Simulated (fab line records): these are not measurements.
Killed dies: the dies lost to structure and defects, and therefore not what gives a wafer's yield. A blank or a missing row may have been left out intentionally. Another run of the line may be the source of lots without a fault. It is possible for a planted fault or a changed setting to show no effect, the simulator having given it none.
Matching of chambers | flow n5-finfet | N5_BEOL_M3_CO_CAP_55 on cvd-co-02: 3 sister chambers
The step material Co, precursor CCTBA/H2, target thk 2 nm, time 102.1 s. 30 wafers are shown with their chamber, then 12 later ones without.

== EACH WAFER AND ITS CHAMBER ==
wafer  | chamber | heater-power-w (W)
L074.2 | 2       | 258
L074.5 | 0       | 222
L074.6 | 1       | 225
L075.2 | 1       | 227
L075.3 | 0       | 224
L075.6 | 0       | 220
L076.2 | 1       | 227
L076.4 | 0       | 228
L076.5 | 1       | 227
L077.4 | 1       | 225
L077.5 | 0       | 227
L077.6 | 2       | 263
L080.1 | 2       | 265
L080.3 | 1       | 227
L080.4 | 0       | 228
L079.4 | 1       | 225
L079.5 | 2       | 265
L079.6 | 0       | 224
L082.2 | 1       | 225
L082.4 | 1       | 224
L082.6 | 0       | 224
L084.1 | 1       | 222
L084.3 | 0       | 231
L084.5 | 0       | 230
L088.2 | 1       | 224
L088.5 | 2       | 259
L088.6 | 0       | 229
L087.4 | 1       | 220
L087.5 | 2       | 268
L087.6 | 0       | 224

SIGNATURES (averages over the wafers above)
reading        | chamber 0 | chamber 1 | chamber 2 | scatter within a chamber
heater-power-w | 225.92    | 224.83    | 263.00    | 3.06
Rule: a wafer's distance from a chamber is the root of the sum, over the readings, of the square of ((its reading less the chamber's mean) divided by the reading's scatter). If the next closest chamber is less than 2 further off than the closest, the wafer can't be placed; otherwise it belongs to the closest. How the scatter is found: for the shown wafers, subtract from each reading the mean of its chamber, square and add these, divide the total by (wafers less chambers), then take the root.

== WAFERS WITHOUT THEIR CHAMBER ==
wafer  | heater-power-w (W)
L090.1 | 221
L090.2 | 267
L090.5 | 226
L093.1 | 223
L093.2 | 222
L093.5 | 226
L091.1 | 231
L091.3 | 219
L091.4 | 231
L096.1 | 230
L096.5 | 270
L096.6 | 223

== WHICH CHAMBER EACH WENT THROUGH ==
wafer  | from the rows above     | in truth
L090.1 | can't be placed: 1 or 0 | 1
L090.2 | 2                       | 2
L090.5 | can't be placed: 0 or 1 | 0
L093.1 | can't be placed: 1 or 0 | 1
L093.2 | can't be placed: 1 or 0 | 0
L093.5 | can't be placed: 0 or 1 | 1
L091.1 | can't be placed: 0 or 1 | 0
L091.3 | can't be placed: 1 or 0 | 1
L091.4 | can't be placed: 0 or 1 | 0
L096.1 | can't be placed: 0 or 1 | 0
L096.5 | 2                       | 2
L096.6 | can't be placed: 1 or 0 | 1
Correctly placed: 2 of 12. Can't be placed from these rows: 10 (the true chamber is among the candidates in 10). 0 placed wrongly.
